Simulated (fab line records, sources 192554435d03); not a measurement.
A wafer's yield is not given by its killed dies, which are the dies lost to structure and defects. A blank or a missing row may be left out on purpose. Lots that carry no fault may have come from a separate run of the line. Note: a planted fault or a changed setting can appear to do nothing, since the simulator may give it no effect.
Chamber matching + flow n5 finfet + N5_DUMMY_GATE_ALD_02 on ald sin-03: 4 sister chambers
The step deposits SiO2, target thk 2 nm, pulse time 1 s. 14 wafers are shown with their chamber, then 7 later ones without.

## WAFERS PAIRED WITH THEIR CHAMBERS
| wafer  | chamber | heater power w (W) | chamber pressure Torr (Torr) | precursor pulse height rel |
|--------|---------|--------------------|------------------------------|----------------------------|
| L897.3 | 3       | 389                | 1.998                        | 1.006                      |
| L897.4 | 2       | 366                | 1.988                        | 0.993                      |
| L897.5 | 1       | 451                | 2.005                        | 1.008                      |
| L899.1 | 2       | 377                | 2.004                        | 1.022                      |
| L899.3 | 1       | 447                | 1.994                        | 0.990                      |
| L899.5 | 2       | 365                | 1.998                        | 0.995                      |
| L900.1 | 1       | 460                | 2.001                        | 1.025                      |
| L900.3 | 3       | 389                | 1.995                        | 0.980                      |
| L900.6 | 1       | 448                | 2.003                        | 1.000                      |
| L901.1 | 1       | 442                | 1.999                        | 0.963                      |
| L901.4 | 0       | 508                | 1.991                        | 0.977                      |
| L901.6 | 3       | 377                | 1.997                        | 0.989                      |
| L902.1 | 1       | 452                | 2.004                        | 1.020                      |
| L902.3 | 0       | 508                | 1.997                        | 1.029                      |

SIGNATURES (averages over the wafers above)
| reading                    | chamber 0 | chamber 1 | chamber 2 | chamber 3 | scatter within a chamber |
|----------------------------|-----------|-----------|-----------|-----------|--------------------------|
| heater power w             | 508.00    | 450.00    | 369.33    | 385.00    | 6.06                     |
| chamber pressure Torr      | 1.99400   | 2.00100   | 1.99667   | 1.99667   | 0.00485                  |
| precursor pulse height rel | 1.00300   | 1.00100   | 1.00333   | 0.99167   | 0.0219                   |
Rule: a wafer lies at a distance from a chamber equal to the root of the sum of squares, over the readings, of (its reading less the chamber's mean, divided by the reading's scatter). If the next closest chamber is less than 2 further off than the closest, the wafer can't be placed; otherwise it belongs to the closest. The scatter: the root of (the sum of the squares of (reading less its chamber's mean) over the shown wafers, divided by (wafers less chambers)).

## WAFERS WITH NO CHAMBER GIVEN
| wafer  | heater power w (W) | chamber pressure Torr (Torr) | precursor pulse height rel |
|--------|--------------------|------------------------------|----------------------------|
| L902.6 | 375                | 2.004                        | 1.001                      |
| L905.1 | 373                | 1.995                        | 0.976                      |
| L905.2 | 449                | 2.007                        | 0.990                      |
| L905.4 | 518                | 1.994                        | 0.988                      |
| L907.2 | 366                | 2.001                        | 0.997                      |
| L907.4 | 455                | 1.998                        | 1.041                      |
| L907.6 | 396                | 2.003                        | 0.995                      |

## WHICH CHAMBER EACH WENT THROUGH
| wafer  | from the rows above     | in truth |
|--------|-------------------------|----------|
| L902.6 | can't be placed: 2 or 3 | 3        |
| L905.1 | can't be placed: 2 or 3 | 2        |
| L905.2 | 1                       | 1        |
| L905.4 | 0                       | 0        |
| L907.2 | 2                       | 2        |
| L907.4 | 1                       | 1        |
| L907.6 | 3                       | 3        |
Correct placement for 5 of the 7. Not placeable from these rows: 2 (in 2, the candidates include the true chamber). Number placed wrongly: 0.
